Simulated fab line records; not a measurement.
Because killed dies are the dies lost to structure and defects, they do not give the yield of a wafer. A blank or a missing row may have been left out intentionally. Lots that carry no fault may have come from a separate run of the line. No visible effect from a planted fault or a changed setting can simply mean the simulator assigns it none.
fab line records	flow n5-finfet
[record] lots = 6	wafers = 16	last-day = 17
route steps=1938 shown FIN_SAQP@102 BEOL_M4@1111
lots that met no fault: taken from a fault-free run of the same line
start-h: start of the lot's first displayed wafer, in hours after the record's first day	wait-h: hours from the lot's prior step to this one	" identical to the entry in the row above	L1.1+2: several wafers, shown together as one row	- no value, or no start given	* or withheld: withheld	< > ~ a bound
route shown NAME@n: a module of which the file shows steps, and the number in the route of the first	usual: average and standard deviation across the fault-free wafers	same: alike in all rows	chamber/n: place in a boat	sites: per-site readings	_std_site: the standard deviation of these	_edge_site: mean of outer sites minus mean of inner sites	radius-mm: how far each site lies from the wafer's centre	mask NAME#n: copy n	behind: the most recent tool/chamber to have shaped the wafer	hold: cause of the lot's hold/its duration in hours/its outcome	device: the n, p or np transistor that did not switch	end of line: the same wafers' tests at the end of the route	where a step has no rows: the recipe by itself	killed: dies that structure and defects cost at the first sort, which is not the same as the wafer's yield	map: dies across one wafer; x = killed, . = not, _ = none there
set.NAME: the run value of the setting; set.NAME@STEP: its run value at that earlier step	model.NAME: the simulator's own value behind a step, which no gauge read
lots at some steps of the route; a table a step, a row a wafer
services: when a tool's chamber went out of use (start-h, in hours from the record's first day, below 0 if earlier), for how many hours, and the reason
[[steps]]
[step N5_FIN_SAQP_HM_DEP_72]
[recipe] material = SiO2	target-thk-a = 120	temp-c = 400	precursor = SiH4/N2O	pressure-torr = 0.75	rf-w = 275	time-s = 7.2
[usual] heater-power-w = 764/73	showerhead-plenum-p-Torr = 8.08/0.2
lot.wafer	tool	chamber	start-h	wait-h	heater-power-w	showerhead-plenum-p-Torr
L693.1	pecvd-01	0	22.87	0.0	704	8.06
L693.3	"	1	"	"	804	7.95
L693.4	"	1	"	"	802	7.92
L698.1	pecvd-02	0	50.88	0.0	832	8.16
L698.3	"	2	"	"	774	7.77
L698.5	"	0	"	"	826	8.16
L706.1	pecvd-01	0	100.21	0.0	790	8.05
L706.5	"	1	"	"	773	7.94
L707.5	pecvd-04	1	105.83	0.1	773	8.45
L707.6	"	2	"	"	715	7.96
L710.2	pecvd-02	0	126.04	0.0	833	8.18
L710.4	"	1	"	"	759	8.12
L710.5	"	2	"	"	693	7.75
L712.1	pecvd-04	1	135.85	0.0	776	8.46
L712.4	"	2	"	"	716	7.96
L712.6	"	1	"	"	751	8.46
[step N5_FIN_SAQP_COAT_49]
[recipe] resist = SOC	temp-c = 250	time-s = 60	spin-rpm = 1500	resist-thk-nm = 100
[step N5_FIN_SAQP_COAT_50]
[recipe] resist = SiARC	temp-c = 220	time-s = 60	spin-rpm = 1500	resist-thk-nm = 35
[step N5_FIN_SAQP_COAT_10]
[recipe] resist = CAR-ArF	spin-rpm = 1500	resist-thk-nm = 90
[step N5_FIN_SAQP_EBR_12]
[recipe] solvent = PGMEA	ebr-width-mm = 1.5
[step N5_FIN_SAQP_SOFTBAKE_11]
[recipe] temp-c = 110	time-s = 60	resist = CAR-ArF
[step N5_FIN_SAQP_EXPOSE_13]
[recipe] mask-id = FIN_CORE	na = 1.35	source-shape = dipole	sigma-inner = 0.538	sigma-outer = 0.738	polarization = te	target-cd-nm = 35.6	dose-mj = 63.25
[step N5_FIN_SAQP_PEB_14]
[recipe] peb-temp-c = withheld	peb-time-s = 60	resist = CAR-ArF
[step N5_FIN_SAQP_DEVELOP_15]
[recipe] develop-time-s = 30	developer = TMAH	resist = CAR-ArF	dev-temp-c = 23	rinse-liquid = diw	dry = air-spin
[step N5_FIN_SAQP_CD_MEAS_16]
[recipe] target-cd-nm = 35.6	landing-energy-ev = 500	detector = se-inlens
[usual] cd-nm = 35.5/0.46
lot.wafer	tool	chamber	start-h	wait-h	cd-nm
L693.1	cd-sem-02	0	23.32	-	35.1
L693.3	"	0	"	"	35.2
L693.4	"	0	"	"	35.1
L698.1	cd-sem-03	0	51.32	-	36.5
L698.3	"	0	"	"	35.4
L698.5	"	0	"	"	35.0
L706.1	cd-sem-03	0	100.65	-	34.5
L706.5	"	0	"	"	35.1
L707.5	cd-sem-02	0	106.26	-	35.6
L707.6	"	0	"	"	35.3
L710.2	cd-sem-02	0	126.37	-	34.7
L710.4	"	0	"	"	34.5
L710.5	"	0	"	"	35.8
L712.1	cd-sem-02	0	136.29	-	35.7
L712.4	"	0	"	"	34.5
L712.6	"	0	"	"	35.3
[step N5_FIN_SAQP_OVL_MEAS_17]
[recipe] points-per-wafer = 44
[usual] FIN_CORE_OVL = 0.1/0.91
lot.wafer	tool	chamber	start-h	wait-h	FIN_CORE_OVL[nm]
L693.1	overlay-02	0	23.36	0.0	-0.5
L693.3	"	0	"	"	-1.3
L693.4	"	0	"	"	0.1
L698.1	overlay-02	0	51.36	0.0	1.2
L698.3	"	0	"	"	1.6
L698.5	"	0	"	"	2.2
L706.1	overlay-02	0	100.69	0.0	-0.2
L706.5	"	0	"	"	-0.2
L707.5	overlay-02	0	106.29	0.0	1.9
L707.6	"	0	"	"	1.9
L710.2	overlay-02	0	126.41	0.0	0.9
L710.4	"	0	"	"	-0.7
L710.5	"	0	"	"	0.0
L712.1	overlay-02	0	136.35	0.1	-0.9
L712.4	"	0	"	"	-0.8
L712.6	"	0	"	"	-0.3
[step N5_FIN_SAQP_INSPECT_18]
[recipe] mode = adi	inspect-instrument = brightfield
[usual] raw-defect-count = 473/120
lot.wafer	tool	chamber	start-h	wait-h	raw-defect-count
L693.1	defect-inspect-01	-	23.38	0.0	566
L693.3	"	-	"	"	523
L693.4	"	-	"	"	520
L698.1	defect-inspect-02	-	51.39	0.0	530
L698.3	"	-	"	"	337
L698.5	"	-	"	"	304
L706.1	defect-inspect-02	-	100.72	0.0	709
L706.5	"	-	"	"	769
L707.5	defect-inspect-01	-	106.32	0.0	377
L707.6	"	-	"	"	401
L710.2	defect-inspect-01	-	126.43	0.0	531
L710.4	"	-	"	"	402
L710.5	"	-	"	"	322
L712.1	defect-inspect-02	-	136.38	0.0	476
L712.4	"	-	"	"	317
L712.6	"	-	"	"	530
[step N5_FIN_SAQP_DESCUM_21]
[recipe] chemistry = O2	time-s = 7.9	source-power-w = 50	bias-power-w = 20	pressure-mtorr = 20	rf-frequency-hz = 2.712e+07	temp-c = 40	resist = CAR-ArF	o2-flow-sccm = 225
[usual] drypump-motor-current-A = 5.6/0.41	o2-flow-sccm = 225.0/0.71	oes-product-au = 0.77/0.09	rf-vpp-V = 243.0/1	showerhead-plenum-p-Torr = 2.08/0.049	throttle-valve-pct = 20.33/0.28
lot.wafer	tool	chamber	start-h	wait-h	drypump-motor-current-A	o2-flow-sccm	oes-product-au	rf-hours-counter-h	rf-vpp-V	showerhead-plenum-p-Torr	throttle-valve-pct	model.CAR-ArF_of_FIN_SAQP_COAT_10.thk-nm
L693.1	rie-diel-03	1	23.46	0.1	5.1	225.2	0.71	212	242.6	2.15	20.52	83
L693.3	"	0	"	"	6.4	224.7	0.76	124	243.8	2.09	20.37	83.25
L693.4	"	2	"	"	5.6	224.8	0.71	231	244.6	2.13	20.03	83.47
L698.1	rie-diel-04	2	51.72	0.3	5.5	225.2	0.93	13	242.7	2.06	20.09	84.1
L698.3	"	3	"	"	4.9	226.0	0.81	127	241.2	2.00	20.23	83.81
L698.5	"	2	"	"	5.5	225.6	0.94	-	241.2	2.06	20.07	84.21
L706.1	rie-diel-04	2	100.75	0.0	5.5	224.7	0.89	30	241.2	2.05	20.11	83.87
L706.5	"	0	"	"	6.1	226.2	0.74	-	242.6	2.05	20.22	84.01
L707.5	rie-diel-04	0	106.37	0.0	6.1	223.8	0.73	-	243.3	2.05	20.21	84.06
L707.6	"	2	"	"	5.5	225.7	0.89	-	242.8	2.05	20.09	83.2
L710.2	rie-diel-03	0	126.50	0.1	6.4	226.2	0.73	166	244.0	2.07	20.42	83.14
L710.4	"	0	"	"	6.4	225.2	0.72	-	241.8	2.07	20.44	83.08
L710.5	"	3	"	"	5.4	224.5	0.69	-	242.8	2.08	20.82	83.01
L712.1	rie-diel-03	3	136.41	0.0	5.4	224.7	0.68	216	242.6	2.07	20.82	83.36
L712.4	"	2	"	"	5.6	223.7	0.95	-	243.9	2.12	19.77	83.69
L712.6	"	3	"	"	5.4	224.5	0.69	-	242.8	2.07	20.84	83.29
[step N5_FIN_SAQP_ETCH_51]
[recipe] chemistry = CF4	target = SiARC	target-depth-a = 455	mask-material = CAR-ArF	time-s = 75.8	ion-energy-ev = 80	pressure-mtorr = 40	source-w = 545	bias-w = 36	Ar_flow_sccm = 100	cf4-flow-sccm = 100	ends = cleared
[usual] drypump-motor-current-A = 5.6/0.41	etch-rf-on-time-s = 74.8/1.7	oes-product-au = 0.66/0.073	rf-vpp-V = 184.0/0.96	showerhead-plenum-p-Torr = 2.13/0.047	throttle-valve-pct = 15.60/0.26
lot.wafer	tool	chamber	start-h	wait-h	drypump-motor-current-A	etch-rf-on-time-s	oes-product-au	rf-hours-counter-h	rf-vpp-V	showerhead-plenum-p-Torr	throttle-valve-pct	model.CAR-ArF_of_FIN_SAQP_COAT_10.thk-nm
L693.1	rie-diel-03	1	23.50	0.0	5.1	72.6	0.62	212	184.9	2.19	15.74	50.4
L693.3	"	0	"	"	6.4	76.7	0.66	124	184.9	2.16	15.72	50.59
L693.4	"	2	"	"	5.6	75.6	0.60	231	186.0	2.19	15.41	50.95
L698.1	rie-diel-04	2	51.75	0.0	5.5	74.6	0.79	13	183.6	2.10	15.19	51.49
L698.3	"	3	"	"	5.0	79.2	0.67	127	183.4	2.06	15.57	51.23
L698.5	"	2	"	"	5.5	74.3	0.77	-	183.3	2.10	15.19	51.61
L706.1	rie-diel-04	2	100.81	0.0	5.5	74.3	0.75	30	182.6	2.09	15.22	51.15
L706.5	"	0	"	"	6.0	74.3	0.63	-	185.0	2.11	15.64	51.36
L707.5	rie-diel-04	0	106.41	0.0	6.0	74.0	0.63	-	184.4	2.11	15.66	51.52
L707.6	"	2	"	"	5.5	72.6	0.75	-	183.8	2.09	15.22	50.72
L710.2	rie-diel-03	0	126.54	0.0	6.4	75.8	0.63	166	184.8	2.14	15.80	50.67
L710.4	"	0	"	"	6.3	75.5	0.63	-	185.2	2.14	15.81	50.67
L710.5	"	3	"	"	5.4	75.0	0.60	-	184.6	2.10	15.96	50.64
L712.1	rie-diel-03	3	136.45	0.0	5.4	74.3	0.60	216	183.0	2.10	15.96	50.75
L712.4	"	2	"	"	5.6	73.6	0.81	-	184.3	2.17	15.03	51.03
L712.6	"	3	"	"	5.4	74.7	0.61	-	183.1	2.10	15.96	50.67
[step N5_FIN_SAQP_ETCH_52]
[recipe] chemistry = N2/H2	target = SOC	target-depth-a = 1000	overetch-a = 200	mask-material = SiARC	temp-c = 40	time-s = 150	ion-energy-ev = 200	pressure-mtorr = 30	source-w = 840	bias-w = 150	n2-flow-sccm = 200	h2-flow-sccm = 200	ends = end-point
[usual] drypump-motor-current-A = 5.6/0.41	oes-product-au = 0.69/0.073	rf-vpp-V = 523.5/1.8	showerhead-plenum-p-Torr = 2.53/0.057	throttle-valve-pct = 17.7/0.32
lot.wafer	tool	chamber	start-h	wait-h	drypump-motor-current-A	oes-product-au	rf-hours-counter-h	rf-vpp-V	showerhead-plenum-p-Torr	throttle-valve-pct
L693.1	rie-diel-03	1	23.55	0.0	5.1	0.63	213	525.5	2.61	18.0
L693.3	"	0	"	"	6.3	0.69	124	523.4	2.54	17.7
L693.4	"	2	"	"	5.7	0.63	231	526.2	2.61	17.6
L698.1	rie-diel-04	2	51.81	0.0	5.5	0.80	13	522.8	2.47	17.2
L698.3	"	3	"	"	5.0	0.72	127	522.1	2.47	17.9
L698.5	"	2	"	"	5.5	0.80	-	522.0	2.47	17.2
L706.1	rie-diel-04	2	100.89	0.1	5.5	0.77	30	521.9	2.47	17.2
L706.5	"	0	"	"	6.0	0.65	-	523.5	2.49	17.6
L707.5	rie-diel-04	0	106.49	0.0	6.1	0.66	-	524.2	2.49	17.6
L707.6	"	2	"	"	5.5	0.77	-	523.0	2.47	17.2
L710.2	rie-diel-03	0	126.59	0.0	6.4	0.66	166	523.9	2.52	17.8
L710.4	"	0	"	"	6.4	0.65	-	524.2	2.52	17.8
L710.5	"	3	"	"	5.4	0.63	-	523.2	2.53	18.3
L712.1	rie-diel-03	3	136.50	0.0	5.4	0.63	216	522.2	2.53	18.3
L712.4	"	2	"	"	5.6	0.84	-	525.8	2.60	17.3
L712.6	"	3	"	"	5.4	0.63	-	523.8	2.53	18.3
[step N5_BEOL_M4_RC_MEAS_101]
[usual] DIBL_N = 36.2/2	DIBL_P = 36.1/2.4	IOFF_N = 0.16/0.035	IOFF_P = 0.22/0.041	ION_N = 675/14	ION_P = 465/8.6	SS_N = 71.5/0.64	SS_P = 73.2/0.76	VT_N = 250/3.9	VT_P = -249/3.4
lot.wafer	tool	chamber	start-h	wait-h	DIBL_N[mV/V]	DIBL_P[mV/V]	IOFF_N[nA/um]	IOFF_P[nA/um]	ION_N[uA/um]	ION_P[uA/um]	SS_N[mV/dec]	SS_P[mV/dec]	VT_N[mV]	VT_P[mV]
L693.1	prober-02	0	174.89	0.0	37.8	35.9	0.18	0.20	681	456	71.7	73.5	249	-251
L693.3	"	0	"	"	38.3	37.9	0.21	0.25	699	473	72.1	73.6	246	-247
L693.4	"	0	"	"	35.1	33.2	0.14	0.17	670	455	70.4	73.0	250	-252
L698.1	prober-02	0	209.04	0.0	37.4	37.3	0.16	0.22	683	469	71.6	73.8	252	-248
L698.3	"	0	"	"	34.9	34.7	0.13	0.18	667	455	71.1	72.7	251	-251
L698.5	"	0	"	"	37.7	37.6	0.17	0.23	684	471	72.4	72.5	251	-251
L706.1	prober-01	0	255.86	0.0	37.1	38.2	0.16	0.24	678	467	71.9	73.2	249	-248
L706.5	"	0	"	"	39.8	40.7	0.21	0.27	682	468	72.6	74.4	248	-247
L707.5	prober-01	0	262.87	0.6	36.9	34.9	0.16	0.22	672	459	71.2	74.1	247	-249
L707.6	"	0	"	"	36.0	34.2	0.14	0.19	682	467	70.9	73.3	250	-250
L710.2	prober-02	0	272.44	0.2	36.9	35.5	0.15	0.19	667	455	71.9	73.3	252	-254
L710.4	"	0	"	"	37.5	36.9	0.18	0.23	683	469	72.2	73.4	246	-247
L710.5	"	0	"	"	35.0	33.8	0.13	0.18	679	471	70.1	73.1	254	-251
L712.1	prober-02	0	293.08	0.0	37.7	38.8	0.20	0.26	680	471	71.8	73.9	249	-249
L712.4	"	0	"	"	38.1	37.5	0.18	0.22	685	469	72.8	73.9	251	-250
L712.6	"	0	"	"	34.9	35.0	0.14	0.18	665	457	71.4	73.3	254	-252
[[services]]
tool	chamber	start-h	hours	kind
pecvd-04	-	3.20	6.0	pm
pecvd-01	0	8.29	5.5	scheduled-down
pecvd-01	-	24.36	2.8	pm
pecvd-02	2	44.31	2.1	scheduled-down
rie-diel-04	1	65.99	7.4	repair
rie-diel-04	2	76.84	9.3	repair
rie-diel-03	2	79.37	-	clean
rie-diel-03	2	79.37	-	consumable-replace:focus-ring
rie-diel-03	2	79.37	18.4	scheduled-down
rie-diel-03	2	79.37	18.4	vent-cycle
pecvd-02	0	83.60	2.2	repair
rie-diel-04	1	87.21	-	clean
rie-diel-04	1	87.21	-	consumable-replace:focus-ring
rie-diel-04	1	87.21	17.0	scheduled-down
rie-diel-04	1	87.21	17.0	vent-cycle
rie-diel-04	3	90.75	21.3	repair
pecvd-02	0	113.06	2.1	scheduled-down
pecvd-02	-	116.82	0.8	pm
rie-diel-03	1	119.26	-	clean
rie-diel-03	1	119.26	-	consumable-replace:focus-ring
rie-diel-03	1	119.26	19.8	scheduled-down
rie-diel-03	1	119.26	19.8	vent-cycle
pecvd-01	0	122.45	6.0	repair
pecvd-02	-	128.98	3.9	repair
[[key]]
first-sign none at tools or gauges
[model-effect] step = N5_FIN_SAQP_DESCUM_21	value = CAR-ArF_of_FIN_SAQP_COAT_10.thk-nm	without = 83.39	struck = 83.98
[model-effect] step = N5_FIN_SAQP_ETCH_51	value = CAR-ArF_of_FIN_SAQP_COAT_10.thk-nm	without = 50.75	struck = 51.34
met-at N5_FIN_SAQP_DESCUM_21
struck-wafers L706.1,L706.5,L707.5
onset-between 51.72 100.75
[fault] kind = process-parameter-drift	tool = rie-diel-04	chamber = -	onset-h = 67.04	steps = N5_FIN_SAQP_DESCUM_21	channel = time-s	offset = *	shape = step	end-h = 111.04	scope = struck-wafers-only	acts-in = *	stated = *
